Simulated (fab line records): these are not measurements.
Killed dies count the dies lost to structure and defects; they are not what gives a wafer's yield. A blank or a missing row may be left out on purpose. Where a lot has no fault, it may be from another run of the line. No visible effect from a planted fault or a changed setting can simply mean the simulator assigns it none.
Which of the tools did it? || flow nand-harc || 12 lots with 36 wafers sampled at 5 steps, on a route of 1159 steps

## WHAT EACH GAUGE READ, for each wafer
NHARC_END_SORT_01.
{"lot": "L450", "measured": "day 21 16:42", "on": "prober-01", "killed-at-array": "32 28 39", "killed-at-other": "0 0 0", "killed-at-periphery": "645 649 638", "killed-dies": "677 677 677", "killed-open": "3 4 1", "killed-short": "0 2 0"}
{"lot": "L449", "measured": "day 22 14:58", "on": "prober-02", "killed-at-array": "27 18 29", "killed-at-other": "4 2 3", "killed-at-periphery": "646 657 645", "killed-dies": "677 677 677", "killed-open": "5 5 2", "killed-short": "3 2 2"}
{"lot": "L451", "measured": "day 22 22:02", "on": "prober-01", "killed-at-array": "19 19 17", "killed-at-other": "0 1 0", "killed-at-periphery": "658 657 660", "killed-dies": "677 677 677", "killed-open": "3 7 0", "killed-short": "1 1 0"}

## EACH LOT AND THE TOOL THAT RAN IT (in order: tool; ch and the chambers of the sampled wafers; start)
{"lot": "L440", "NHARC_P_CONTACT_ETCH_18": "rie-diel-10 ch 0,1, day 5 16:44 or earlier", "NHARC_P_CONTACT_ETCH_31": "rie-diel-10 ch 0,1,3, day 5 16:44", "NHARC_P_CONTACT_PVD_32": "pvd-sputter-02, day 5 17:58 or earlier", "NHARC_P_CONTACT_ALD_22": "ald-metal-01 ch 2,3, day 5 17:58"}
{"lot": "L450", "NHARC_P_CONTACT_ETCH_18": "rie-diel-02 ch 2,3, day 8 02:00 or earlier", "NHARC_P_CONTACT_ETCH_31": "rie-diel-02 ch 0,2, day 8 02:00", "NHARC_P_CONTACT_PVD_32": "pvd-sputter-03, day 8 03:06 or earlier", "NHARC_P_CONTACT_ALD_22": "ald-metal-04 ch 0,3, day 8 03:06"}
{"lot": "L449", "NHARC_P_CONTACT_ETCH_18": "rie-diel-02 ch 0,1,3, day 8 04:58 or earlier", "NHARC_P_CONTACT_ETCH_31": "rie-diel-02 ch 0,1,3, day 8 04:58", "NHARC_P_CONTACT_PVD_32": "pvd-sputter-03, day 8 06:04 or earlier", "NHARC_P_CONTACT_ALD_22": "ald-metal-01 ch 0,2,3, day 8 06:04"}
{"lot": "L451", "NHARC_P_CONTACT_ETCH_18": "rie-diel-02 ch 1,2,3, day 8 07:47 or earlier", "NHARC_P_CONTACT_ETCH_31": "rie-diel-02 ch 1,2, day 8 07:47", "NHARC_P_CONTACT_PVD_32": "pvd-sputter-02, day 8 08:55 or earlier", "NHARC_P_CONTACT_ALD_22": "ald-metal-04 ch 0,2,3, day 8 08:55"}
{"lot": "L452", "NHARC_P_CONTACT_ETCH_18": "rie-diel-02 ch 0,1,3, day 8 19:19 or earlier", "NHARC_P_CONTACT_ETCH_31": "rie-diel-02 ch 1,2,3, day 8 19:19", "NHARC_P_CONTACT_PVD_32": "pvd-sputter-02, day 8 20:25 or earlier", "NHARC_P_CONTACT_ALD_22": "ald-metal-01 ch 2,3, day 8 20:25"}
{"lot": "L453", "NHARC_P_CONTACT_ETCH_18": "rie-diel-02 ch 1,2,3, day 8 20:11 or earlier", "NHARC_P_CONTACT_ETCH_31": "rie-diel-02 ch 1,2,3, day 8 20:11", "NHARC_P_CONTACT_PVD_32": "pvd-sputter-02, day 8 21:17 or earlier", "NHARC_P_CONTACT_ALD_22": "ald-metal-04 ch 0,1,2, day 8 21:17"}
{"lot": "L454", "NHARC_P_CONTACT_ETCH_18": "rie-diel-10 ch 0,1,2, day 9 05:13 or earlier", "NHARC_P_CONTACT_ETCH_31": "rie-diel-10 ch 0,1,3, day 9 05:13", "NHARC_P_CONTACT_PVD_32": "pvd-sputter-02, day 9 06:20 or earlier", "NHARC_P_CONTACT_ALD_22": "ald-metal-01 ch 0,2,3, day 9 06:20"}
{"lot": "L455", "NHARC_P_CONTACT_ETCH_18": "rie-diel-04 ch 0,1,3, day 9 05:38 or earlier", "NHARC_P_CONTACT_ETCH_31": "rie-diel-04 ch 1,2, day 9 05:38", "NHARC_P_CONTACT_PVD_32": "pvd-sputter-01, day 9 06:44 or earlier", "NHARC_P_CONTACT_ALD_22": "ald-metal-04 ch 2,3, day 9 06:44"}
{"lot": "L456", "NHARC_P_CONTACT_ETCH_18": "rie-diel-04 ch 0,1,3, day 9 15:38 or earlier", "NHARC_P_CONTACT_ETCH_31": "rie-diel-04 ch 0,1,3, day 9 15:38", "NHARC_P_CONTACT_PVD_32": "pvd-sputter-03, day 9 16:55 or earlier", "NHARC_P_CONTACT_ALD_22": "ald-metal-04 ch 1,2,3, day 9 16:55"}
{"lot": "L458", "NHARC_P_CONTACT_ETCH_18": "rie-diel-10 ch 0,1,3, day 9 21:50 or earlier", "NHARC_P_CONTACT_ETCH_31": "rie-diel-10 ch 0,1,2, day 9 21:50", "NHARC_P_CONTACT_PVD_32": "pvd-sputter-01, day 9 22:56 or earlier", "NHARC_P_CONTACT_ALD_22": "ald-metal-04 ch 1,3, day 9 22:56"}
{"lot": "L460", "NHARC_P_CONTACT_ETCH_18": "rie-diel-02 ch 0,1,2, day 10 15:43 or earlier", "NHARC_P_CONTACT_ETCH_31": "rie-diel-02 ch 0,2, day 10 15:43", "NHARC_P_CONTACT_PVD_32": "pvd-sputter-03, day 10 16:47 or earlier", "NHARC_P_CONTACT_ALD_22": "ald-metal-01 ch 0,1,2, day 10 16:47"}
{"lot": "L462", "NHARC_P_CONTACT_ETCH_18": "rie-diel-02 ch 0,1,3, day 11 00:52 or earlier", "NHARC_P_CONTACT_ETCH_31": "rie-diel-02 ch 0,2,3, day 11 00:52", "NHARC_P_CONTACT_PVD_32": "pvd-sputter-02, day 11 02:01 or earlier", "NHARC_P_CONTACT_ALD_22": "ald-metal-04 ch 0,1,3, day 11 02:01"}
- NHARC_P_CONTACT_ETCH_18: etches the open film in C4F8/O2/Ar, target depth 481 nm, time 240.5 s.
- NHARC_P_CONTACT_ETCH_31: etches the open film in CH3F/O2, target depth 30 nm, time 85.7 s.
- NHARC_P_CONTACT_PVD_32: deposits Ti, target thk 5 nm, time 17.7 s.
- NHARC_P_CONTACT_ALD_22: deposits TiN, target thk 3 nm, pulse time 1 s, ald cycles 150.

## WHAT THE TOOLS THEMSELVES READ (means of the sampled wafers that have a number; where no wafer has one, the mark that the record gives instead)
NHARC_P_CONTACT_ETCH_18.
{"lot": "L440", "tool": "rie-diel-10", "bias-w (W)": 1503, "chamber-pressure-mTorr (mTorr)": 25.005, "oes-product-au (a.u.)": 0.991, "rf-fwd-power-W (W)": 598.8, "rf-vpp-V (V)": 974}
{"lot": "L450", "tool": "rie-diel-02", "bias-w (W)": 1499, "chamber-pressure-mTorr (mTorr)": 25.009, "oes-product-au (a.u.)": 0.978, "rf-fwd-power-W (W)": 599.3, "rf-vpp-V (V)": 981}
{"lot": "L449", "tool": "rie-diel-02", "bias-w (W)": 1499, "chamber-pressure-mTorr (mTorr)": 25.001, "oes-product-au (a.u.)": 0.973, "rf-fwd-power-W (W)": 596.4, "rf-vpp-V (V)": 979}
{"lot": "L451", "tool": "rie-diel-02", "bias-w (W)": 1498, "chamber-pressure-mTorr (mTorr)": 25.026, "oes-product-au (a.u.)": 0.963, "rf-fwd-power-W (W)": 597.4, "rf-vpp-V (V)": 982}
{"lot": "L452", "tool": "rie-diel-02", "bias-w (W)": 1503, "chamber-pressure-mTorr (mTorr)": 25.000, "oes-product-au (a.u.)": 0.954, "rf-fwd-power-W (W)": 598.6, "rf-vpp-V (V)": 980}
{"lot": "L453", "tool": "rie-diel-02", "bias-w (W)": 1507, "chamber-pressure-mTorr (mTorr)": 25.006, "oes-product-au (a.u.)": 0.965, "rf-fwd-power-W (W)": 598.3, "rf-vpp-V (V)": 981}
{"lot": "L454", "tool": "rie-diel-10", "bias-w (W)": 1502, "chamber-pressure-mTorr (mTorr)": 25.011, "oes-product-au (a.u.)": 0.973, "rf-fwd-power-W (W)": 598.6, "rf-vpp-V (V)": 975}
{"lot": "L455", "tool": "rie-diel-04", "bias-w (W)": 1500, "chamber-pressure-mTorr (mTorr)": 25.006, "oes-product-au (a.u.)": 0.930, "rf-fwd-power-W (W)": 600.0, "rf-vpp-V (V)": 976}
{"lot": "L456", "tool": "rie-diel-04", "bias-w (W)": 1502, "chamber-pressure-mTorr (mTorr)": 24.975, "oes-product-au (a.u.)": 0.964, "rf-fwd-power-W (W)": 599.4, "rf-vpp-V (V)": 977}
{"lot": "L458", "tool": "rie-diel-10", "bias-w (W)": 1500, "chamber-pressure-mTorr (mTorr)": 24.989, "oes-product-au (a.u.)": 0.943, "rf-fwd-power-W (W)": 598.4, "rf-vpp-V (V)": 977}
{"lot": "L460", "tool": "rie-diel-02", "bias-w (W)": 1502, "chamber-pressure-mTorr (mTorr)": 24.986, "oes-product-au (a.u.)": 0.973, "rf-fwd-power-W (W)": 598.7, "rf-vpp-V (V)": 982}
{"lot": "L462", "tool": "rie-diel-02", "bias-w (W)": 1500, "chamber-pressure-mTorr (mTorr)": 25.007, "oes-product-au (a.u.)": 0.962, "rf-fwd-power-W (W)": 596.6, "rf-vpp-V (V)": 980}

NHARC_P_CONTACT_ETCH_31.
{"lot": "L440", "tool": "rie-diel-10", "bias-w (W)": 100.0, "ch3f-flow-sccm (sccm)": 49.82, "drypump-motor-current-A (A)": 5.6, "oes-product-au (a.u.)": 0.990, "rf-fwd-power-W (W)": 496.2, "rf-vpp-V (V)": 244.1, "showerhead-plenum-p-Torr (Torr)": 2.44, "throttle-valve-pct (%)": 20.665}
{"lot": "L450", "tool": "rie-diel-02", "bias-w (W)": "-", "ch3f-flow-sccm (sccm)": "-", "drypump-motor-current-A (A)": "-", "oes-product-au (a.u.)": "-", "rf-fwd-power-W (W)": "-", "rf-vpp-V (V)": "-", "showerhead-plenum-p-Torr (Torr)": "-", "throttle-valve-pct (%)": "-"}
{"lot": "L449", "tool": "rie-diel-02", "bias-w (W)": "-", "ch3f-flow-sccm (sccm)": "-", "drypump-motor-current-A (A)": "-", "oes-product-au (a.u.)": "-", "rf-fwd-power-W (W)": "-", "rf-vpp-V (V)": "-", "showerhead-plenum-p-Torr (Torr)": "-", "throttle-valve-pct (%)": "-"}
{"lot": "L451", "tool": "rie-diel-02", "bias-w (W)": "-", "ch3f-flow-sccm (sccm)": "-", "drypump-motor-current-A (A)": "-", "oes-product-au (a.u.)": "-", "rf-fwd-power-W (W)": "-", "rf-vpp-V (V)": "-", "showerhead-plenum-p-Torr (Torr)": "-", "throttle-valve-pct (%)": "-"}
{"lot": "L452", "tool": "rie-diel-02", "bias-w (W)": 100.0, "ch3f-flow-sccm (sccm)": 50.05, "drypump-motor-current-A (A)": 6.1, "oes-product-au (a.u.)": 0.976, "rf-fwd-power-W (W)": 495.4, "rf-vpp-V (V)": 245.3, "showerhead-plenum-p-Torr (Torr)": 2.50, "throttle-valve-pct (%)": 20.661}
{"lot": "L453", "tool": "rie-diel-02", "bias-w (W)": 100.1, "ch3f-flow-sccm (sccm)": 49.90, "drypump-motor-current-A (A)": 6.1, "oes-product-au (a.u.)": 0.978, "rf-fwd-power-W (W)": 495.4, "rf-vpp-V (V)": 243.6, "showerhead-plenum-p-Torr (Torr)": 2.50, "throttle-valve-pct (%)": 20.667}
{"lot": "L454", "tool": "rie-diel-10", "bias-w (W)": 99.8, "ch3f-flow-sccm (sccm)": 50.05, "drypump-motor-current-A (A)": 5.6, "oes-product-au (a.u.)": 0.987, "rf-fwd-power-W (W)": 496.2, "rf-vpp-V (V)": 243.6, "showerhead-plenum-p-Torr (Torr)": 2.43, "throttle-valve-pct (%)": 20.670}
{"lot": "L455", "tool": "rie-diel-04", "bias-w (W)": 100.2, "ch3f-flow-sccm (sccm)": 49.87, "drypump-motor-current-A (A)": 5.3, "oes-product-au (a.u.)": 0.952, "rf-fwd-power-W (W)": 496.4, "rf-vpp-V (V)": 245.0, "showerhead-plenum-p-Torr (Torr)": 2.50, "throttle-valve-pct (%)": 20.663}
{"lot": "L456", "tool": "rie-diel-04", "bias-w (W)": 100.0, "ch3f-flow-sccm (sccm)": 50.12, "drypump-motor-current-A (A)": 5.7, "oes-product-au (a.u.)": 0.983, "rf-fwd-power-W (W)": 496.8, "rf-vpp-V (V)": 244.4, "showerhead-plenum-p-Torr (Torr)": 2.44, "throttle-valve-pct (%)": 20.664}
{"lot": "L458", "tool": "rie-diel-10", "bias-w (W)": 99.8, "ch3f-flow-sccm (sccm)": 49.94, "drypump-motor-current-A (A)": 5.4, "oes-product-au (a.u.)": 0.964, "rf-fwd-power-W (W)": 496.5, "rf-vpp-V (V)": 243.8, "showerhead-plenum-p-Torr (Torr)": 2.40, "throttle-valve-pct (%)": 20.668}
{"lot": "L460", "tool": "rie-diel-02", "bias-w (W)": 100.2, "ch3f-flow-sccm (sccm)": 50.02, "drypump-motor-current-A (A)": 5.9, "oes-product-au (a.u.)": 0.996, "rf-fwd-power-W (W)": 494.2, "rf-vpp-V (V)": 246.0, "showerhead-plenum-p-Torr (Torr)": 2.60, "throttle-valve-pct (%)": 20.663}
{"lot": "L462", "tool": "rie-diel-02", "bias-w (W)": 100.1, "ch3f-flow-sccm (sccm)": 50.04, "drypump-motor-current-A (A)": 5.8, "oes-product-au (a.u.)": 0.984, "rf-fwd-power-W (W)": 495.5, "rf-vpp-V (V)": 245.3, "showerhead-plenum-p-Torr (Torr)": 2.56, "throttle-valve-pct (%)": 20.664}

NHARC_P_CONTACT_PVD_32.
{"lot": "L440", "tool": "pvd-sputter-02", "throttle-valve-pct (%)": 30.6}
{"lot": "L450", "tool": "pvd-sputter-03", "throttle-valve-pct (%)": 30.3}
{"lot": "L449", "tool": "pvd-sputter-03", "throttle-valve-pct (%)": 30.6}
{"lot": "L451", "tool": "pvd-sputter-02", "throttle-valve-pct (%)": 28.3}
{"lot": "L452", "tool": "pvd-sputter-02", "throttle-valve-pct (%)": 30.4}
{"lot": "L453", "tool": "pvd-sputter-02", "throttle-valve-pct (%)": 29.4}
{"lot": "L454", "tool": "pvd-sputter-02", "throttle-valve-pct (%)": 29.4}
{"lot": "L455", "tool": "pvd-sputter-01", "throttle-valve-pct (%)": 30.3}
{"lot": "L456", "tool": "pvd-sputter-03", "throttle-valve-pct (%)": 30.9}
{"lot": "L458", "tool": "pvd-sputter-01", "throttle-valve-pct (%)": 30.1}
{"lot": "L460", "tool": "pvd-sputter-03", "throttle-valve-pct (%)": 30.7}
{"lot": "L462", "tool": "pvd-sputter-02", "throttle-valve-pct (%)": 30.3}

NHARC_P_CONTACT_ALD_22.
{"lot": "L440", "tool": "ald-metal-01", "heater-power-w (W)": 1149, "precursor-pulse-height-rel": 0.991}
{"lot": "L450", "tool": "ald-metal-04", "heater-power-w (W)": 1006, "precursor-pulse-height-rel": 0.975}
{"lot": "L449", "tool": "ald-metal-01", "heater-power-w (W)": 1103, "precursor-pulse-height-rel": 1.024}
{"lot": "L451", "tool": "ald-metal-04", "heater-power-w (W)": 1081, "precursor-pulse-height-rel": 1.007}
{"lot": "L452", "tool": "ald-metal-01", "heater-power-w (W)": 1169, "precursor-pulse-height-rel": 0.990}
{"lot": "L453", "tool": "ald-metal-04", "heater-power-w (W)": 1095, "precursor-pulse-height-rel": 1.012}
{"lot": "L454", "tool": "ald-metal-01", "heater-power-w (W)": 1103, "precursor-pulse-height-rel": 0.997}
{"lot": "L455", "tool": "ald-metal-04", "heater-power-w (W)": 1079, "precursor-pulse-height-rel": 1.008}
{"lot": "L456", "tool": "ald-metal-04", "heater-power-w (W)": 1037, "precursor-pulse-height-rel": 1.006}
{"lot": "L458", "tool": "ald-metal-04", "heater-power-w (W)": 1000, "precursor-pulse-height-rel": 1.019}
{"lot": "L460", "tool": "ald-metal-01", "heater-power-w (W)": 1151, "precursor-pulse-height-rel": 1.007}
{"lot": "L462", "tool": "ald-metal-04", "heater-power-w (W)": 1056, "precursor-pulse-height-rel": 1.003}

## THE ANSWER, worked out from the rows above alone
Rule: the usual values come from the lots themselves. Put in order of their means at a reading, lots are off if they are a third of the lots or fewer, leave a main group of 4 or more, and stand apart from it by a gap of 3 or more times the standard deviation of the main group's means; of several such gaps the widest counts. A main group is skipped when, at the precision printed for the reading in the tables above, its means are all equal. Also off: a lot with no number at a reading for which 4 or more lots have one. The other lots that the step has rows for count as sound. After the gauges, taken in route order, come the tools' own readings; for these a lot's mean is taken, as printed above. At the first step where some lot is off, the reading lying furthest off is the one used; lots without a number count as furthest.
Off: L450, L449, L451, at NHARC_P_CONTACT_ETCH_31 (bias-w). Without a number there: L450, L449, L451. Main group: mean 100.0 W, sd 0.14.
If a tool, at that step or one of the process steps before it, ran each lot that is off and ran no sound lot following the first of them, it fits. With no start given for some of its lots, NHARC_P_CONTACT_ETCH_18 uses the hours and lot order of NHARC_P_CONTACT_ETCH_31. Of those tried, none fits.

## WHAT THE SIMULATOR HAD INSERTED
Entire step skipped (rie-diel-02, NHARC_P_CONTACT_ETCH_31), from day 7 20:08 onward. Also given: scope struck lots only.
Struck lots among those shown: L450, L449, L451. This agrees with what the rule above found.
